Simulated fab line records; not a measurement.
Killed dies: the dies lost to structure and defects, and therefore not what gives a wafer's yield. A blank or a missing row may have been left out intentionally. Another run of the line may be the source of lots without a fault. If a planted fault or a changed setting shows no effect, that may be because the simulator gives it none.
fab line records	flow n5_finfet	part 2 of 2: steps 5 to 6 of 6
[record] lots = 21	wafers = 63	last_day = 18
route steps=1938 shown BEOL_M4@1056 BEOL_M5@1113
lots that met no fault: taken from a fault-free run of the same line
start_h: the number of hours between the record's first day and the start of the first shown wafer of the lot	wait_h: hours elapsed since this lot's preceding step	" repeats the value in the row above	L1.1+2: several wafers, shown together as one row	- no value, or no start given	* or withheld: withheld	< > ~ a bound
route shown NAME@n: a module of which the file shows steps, and the number in the route of the first	usual: the fault-free wafers' mean and standard deviation	same: alike in all rows	chamber/n: place in a boat	sites: per-site readings	_std_site: the values' standard deviation	_edge_site: outer sites' mean less inner sites'	radius_mm: for every site, how far away it sits from the centre of the wafer	mask NAME#n: copy n	behind: the tool/chamber that last shaped the wafer	hold: what put the lot on hold/how long, in hours/how the hold closed	device: transistor that didn't switch, given as n, p or np	end of line: tests of these same wafers at the route's end	a step given without rows: its recipe and nothing more	killed: not the wafer's yield, but the dies lost to structure and defects at the first sort	map: shows each die of a wafer: x if killed, . if not, _ if none is there
set.NAME: the setting as run; set.NAME@STEP: as run at that earlier step	model.NAME: the simulator's own value behind a step, which no gauge read
one table for each step of the route and one row for each wafer, over a sample of lots
services: when a tool's chamber went out of use (start_h, in hours from the record's first day, below 0 if earlier), for how many hours, and the reason
[[steps]]
[step N5_BEOL_M4_ETCH_41]
[recipe] chemistry = CH3F/O2	target = SiCN	target_depth_a = 299	taper_deg = 2	time_s = 52.5	ion_energy_ev = 120	mask_material = TiN	pressure_mtorr = 30	source_w = 395	bias_w = 75	Ar_flow_sccm = 150	CH3F_flow_sccm = 30	O2_flow_sccm = 20
[usual] O2_flow_sccm = 20.00/0.066	drypump_motor_current_A = 5.7/0.46	oes_product_au = 0.79/0.1	rf_vpp_V = 297.7/1.7	showerhead_plenum_p_Torr = 2.02/0.075	throttle_valve_pct = 16.29/0.2
lot.wafer	tool	chamber	start_h	wait_h	O2_flow_sccm	drypump_motor_current_A	oes_product_au	rf_hours_counter_h	rf_vpp_V	showerhead_plenum_p_Torr	throttle_valve_pct
L075.2	rie_diel-04	1	-	-	20.01	6.3	0.68	247	294.2	1.97	16.32
L075.5	"	3	"	"	19.96	6.4	0.90	-	298.5	2.06	16.37
L075.6	"	2	"	"	19.99	5.6	0.70	-	295.0	1.89	16.49
L077.3	rie_diel-03	1	-	-	19.92	5.3	0.82	82	299.2	2.01	15.99
L077.5	"	3	"	"	20.11	5.7	0.96	-	299.3	2.14	16.17
L077.6	"	0	"	"	20.00	5.6	0.72	-	296.3	1.97	16.19
L080.3	rie_diel-02	3	-	-	20.09	5.6	0.73	180	296.7	2.01	16.40
L080.4	"	2	"	"	19.98	5.2	0.69	236	299.0	2.06	16.68
L080.5	"	0	"	"	20.06	5.3	0.71	-	294.4	1.89	16.16
L079.3	rie_diel-04	3	-	-	20.10	6.4	0.88	46	298.1	2.05	16.41
L079.4	"	3	"	"	20.02	6.4	0.87	-	298.2	2.05	16.41
L079.6	"	0	"	"	19.93	6.7	0.93	-	300.7	2.13	16.26
L078.1	rie_diel-02	2	-	-	20.07	5.2	0.69	237	298.8	2.06	16.70
L078.2	"	0	"	"	20.00	5.3	0.71	211	294.8	1.89	16.18
L078.5	"	3	"	"	20.06	5.6	0.74	-	296.7	2.00	16.38
L082.2	rie_diel-02	0	-	-	19.93	5.3	0.71	212	294.5	1.89	16.18
L082.3	"	2	"	"	20.01	5.2	0.69	238	297.7	2.06	16.70
L082.6	"	3	"	"	19.96	5.6	0.74	-	297.4	2.00	16.40
L083.2	rie_diel-02	2	-	-	20.02	5.2	0.70	239	297.4	2.06	16.69
L083.5	"	0	"	"	20.08	5.3	0.70	-	295.8	1.89	16.17
L083.6	"	3	"	"	19.87	5.6	0.73	-	298.2	2.00	16.41
L081.1	rie_diel-02	0	-	-	20.08	5.3	0.71	215	295.2	1.88	16.18
L081.5	"	2	"	"	20.11	5.2	0.70	-	298.1	2.06	16.69
L081.6	"	3	"	"	19.86	5.6	0.73	-	297.1	2.00	16.41
L084.1	rie_diel-02	1	-	-	20.11	6.2	0.70	232	299.1	2.07	16.41
L084.3	"	2	"	"	19.97	5.2	0.68	247	299.7	2.06	16.72
L084.4	"	3	"	"	20.00	5.6	0.73	192	295.3	2.00	16.43
L085.1	rie_diel-04	0	-	-	20.06	6.7	0.90	20	299.3	2.13	16.29
L085.4	"	0	"	"	20.11	6.7	0.89	-	300.3	2.13	16.27
L085.6	"	1	"	"	20.03	6.3	0.96	-	296.7	1.96	15.92
L086.1	rie_diel-03	3	-	-	20.02	5.7	0.91	20	299.5	2.14	16.22
L086.3	"	0	"	"	20.00	5.6	0.71	214	296.8	1.97	16.21
L086.5	"	3	"	"	20.03	5.8	0.92	-	299.8	2.14	16.20
L087.1	rie_diel-04	2	-	-	19.97	5.6	0.99	0	300.2	2.13	16.02
L087.4	"	1	"	"	20.11	6.3	0.94	20	294.7	1.96	15.94
L087.5	"	1	"	"	19.98	6.3	0.94	-	296.5	1.96	15.97
L088.1	rie_diel-03	0	-	-	19.98	5.6	0.72	218	296.5	1.97	16.23
L088.3	"	1	"	"	20.13	5.3	0.81	100	298.1	2.00	16.04
L088.4	"	3	"	"	20.04	5.7	0.90	24	301.0	2.13	16.21
L089.1	rie_diel-03	3	-	-	19.92	5.7	0.88	29	299.7	2.13	16.21
L089.4	"	0	"	"	20.06	5.6	0.71	221	297.6	1.97	16.23
L089.5	"	3	"	"	19.88	5.7	0.89	-	299.9	2.13	16.23
L091.2	rie_diel-03	0	-	-	20.15	5.6	0.72	222	297.0	1.97	16.20
L091.3	"	1	"	"	19.99	5.3	0.79	105	297.2	2.00	16.03
L091.6	"	0	"	"	20.08	5.6	0.72	-	296.3	1.97	16.23
L090.1	rie_diel-04	3	-	-	19.85	6.4	0.83	73	297.3	2.04	16.46
L090.2	"	0	"	"	19.91	6.7	0.87	34	299.7	2.13	16.31
L090.5	"	1	"	"	20.08	6.3	0.92	-	295.8	1.95	15.95
L093.1	rie_diel-02	2	-	-	20.06	5.2	0.99	3	298.1	2.05	16.27
L093.3	"	3	"	"	20.08	5.6	0.71	213	297.0	1.99	16.45
L093.6	"	2	"	"	19.98	5.2	1.00	-	297.2	2.05	16.25
L094.2	rie_diel-03	2	-	-	20.05	5.4	0.76	140	296.5	2.00	16.20
L094.3	"	1	"	"	20.02	5.3	0.79	112	298.1	2.00	16.05
L094.5	"	1	"	"	20.01	5.3	0.79	-	297.9	2.00	16.06
L095.1	rie_diel-02	3	-	-	19.98	5.6	0.70	223	296.4	1.99	16.47
L095.3	"	2	"	"	19.95	5.2	0.95	13	296.7	2.05	16.28
L095.4	"	3	"	"	20.00	5.6	0.71	-	296.8	1.99	16.48
L096.1	rie_diel-02	1	-	-	20.04	6.2	0.93	9	298.5	2.06	15.97
L096.3	"	2	"	"	20.01	5.2	0.95	17	297.1	2.05	16.29
L096.5	"	3	"	"	20.05	5.6	0.70	-	297.1	1.99	16.48
L097.1	rie_diel-02	3	-	-	20.03	5.6	0.70	227	298.7	1.99	16.49
L097.3	"	2	"	"	20.02	5.2	0.96	17	298.6	2.05	16.29
L097.5	"	2	"	"	19.99	5.2	0.94	-	296.9	2.05	16.28
[step N5_BEOL_M5_CURE_79]
[recipe] temp_c = 385	time_s = 240	ambient = He/Ar	material = SiCOH_lowk
[usual] lamp_power_pct = 52.32/0.059	wafer_temp_C_max = 387.0/0.72
lot.wafer	tool	chamber	start_h	wait_h	lamp_power_pct	wafer_temp_C_max
L075.2	uv_cure-03	0	168.33	0.1	52.31	386.9
L075.5	"	0	"	"	52.28	387.0
L075.6	"	0	"	"	52.39	386.5
L077.3	uv_cure-01	2	205.49	0.2	52.31	386.4
L077.5	"	2	"	"	52.33	386.3
L077.6	"	2	"	"	52.25	386.0
L080.3	uv_cure-02	1	206.02	0.2	52.35	387.1
L080.4	"	1	"	"	52.30	387.1
L080.5	"	1	"	"	52.15	387.1
L079.3	uv_cure-01	2	207.45	0.3	52.28	386.1
L079.4	"	2	"	"	52.27	385.6
L079.6	"	2	"	"	52.32	386.2
L078.1	uv_cure-01	1	209.73	0.0	52.30	387.6
L078.2	"	1	"	"	52.39	387.6
L078.5	"	1	"	"	52.32	387.9
L082.2	uv_cure-01	0	211.43	0.3	52.37	387.6
L082.3	"	0	"	"	52.33	388.6
L082.6	"	0	"	"	52.32	387.2
L083.2	uv_cure-02	1	214.37	0.2	52.31	387.8
L083.5	"	1	"	"	52.35	387.4
L083.6	"	1	"	"	52.34	387.4
L081.1	uv_cure-03	2	221.43	0.0	52.36	385.9
L081.5	"	2	"	"	52.23	386.4
L081.6	"	2	"	"	52.27	387.3
L084.1	uv_cure-03	0	240.35	0.0	52.21	386.3
L084.3	"	0	"	"	52.37	386.0
L084.4	"	0	"	"	52.30	386.6
L085.1	uv_cure-03	2	242.69	0.1	52.37	387.1
L085.4	"	2	"	"	52.21	386.6
L085.6	"	2	"	"	52.27	387.1
L086.1	uv_cure-01	1	250.42	0.0	52.32	388.7
L086.3	"	1	"	"	52.31	388.0
L086.5	"	1	"	"	52.31	388.1
L087.1	uv_cure-01	1	258.84	0.0	52.28	387.9
L087.4	"	1	"	"	52.29	387.5
L087.5	"	1	"	"	52.36	387.4
L088.1	uv_cure-03	0	262.07	0.0	52.32	386.7
L088.3	"	0	"	"	52.38	386.2
L088.4	"	0	"	"	52.34	385.9
L089.1	uv_cure-01	0	277.57	0.0	52.35	387.3
L089.4	"	0	"	"	52.13	387.6
L089.5	"	0	"	"	52.36	388.3
L091.2	uv_cure-02	0	278.39	0.1	52.24	386.9
L091.3	"	0	"	"	52.39	386.9
L091.6	"	0	"	"	52.38	386.8
L090.1	uv_cure-01	0	279.51	0.0	52.38	387.6
L090.2	"	0	"	"	52.32	387.2
L090.5	"	0	"	"	52.32	387.4
L093.1	uv_cure-03	2	285.82	0.0	52.27	386.7
L093.3	"	2	"	"	52.30	386.7
L093.6	"	2	"	"	52.45	386.2
L094.2	uv_cure-03	2	299.85	0.1	52.36	386.4
L094.3	"	2	"	"	52.38	386.0
L094.5	"	2	"	"	52.40	386.6
L095.1	uv_cure-02	2	307.58	0.0	52.28	386.8
L095.3	"	2	"	"	52.34	386.8
L095.4	"	2	"	"	52.33	387.3
L096.1	uv_cure-02	1	315.22	0.0	52.45	387.4
L096.3	"	1	"	"	52.36	387.1
L096.5	"	1	"	"	52.29	387.1
L097.1	uv_cure-03	2	315.61	0.0	52.34	386.3
L097.3	"	2	"	"	52.36	386.5
L097.5	"	2	"	"	52.33	386.7
[[services]]
tool	chamber	start_h	hours	kind
rie_diel-02	-	145.40	4.3	pm
rie_diel-02	-	163.03	3.2	repair
rie_diel-03	3	189.80	9.6	repair
uv_cure-02	-	196.64	0.5	repair
uv_cure-03	-	202.40	16.7	repair
rie_diel-03	-	219.02	2.8	pm
rie_diel-02	2	241.92	-	clean
rie_diel-02	2	241.92	-	consumable_replace:focus_ring
rie_diel-02	2	241.92	31.1	scheduled_down
rie_diel-02	2	241.92	31.1	vent_cycle
rie_diel-03	0	259.75	6.6	repair
rie_diel-02	0	261.10	2.4	repair
rie_diel-02	1	273.09	-	clean
rie_diel-02	1	273.09	-	consumable_replace:focus_ring
rie_diel-02	1	273.09	16.4	scheduled_down
rie_diel-02	1	273.09	16.4	vent_cycle
uv_cure-02	-	276.46	0.4	repair
uv_cure-03	-	294.22	0.6	repair
rie_diel-02	0	299.92	-	clean
rie_diel-02	0	299.92	-	consumable_replace:focus_ring
rie_diel-02	0	299.92	-	consumable_replace:showerhead
rie_diel-02	0	299.92	20.6	scheduled_down
rie_diel-02	0	299.92	20.6	vent_cycle
rie_diel-03	0	310.73	1.4	repair
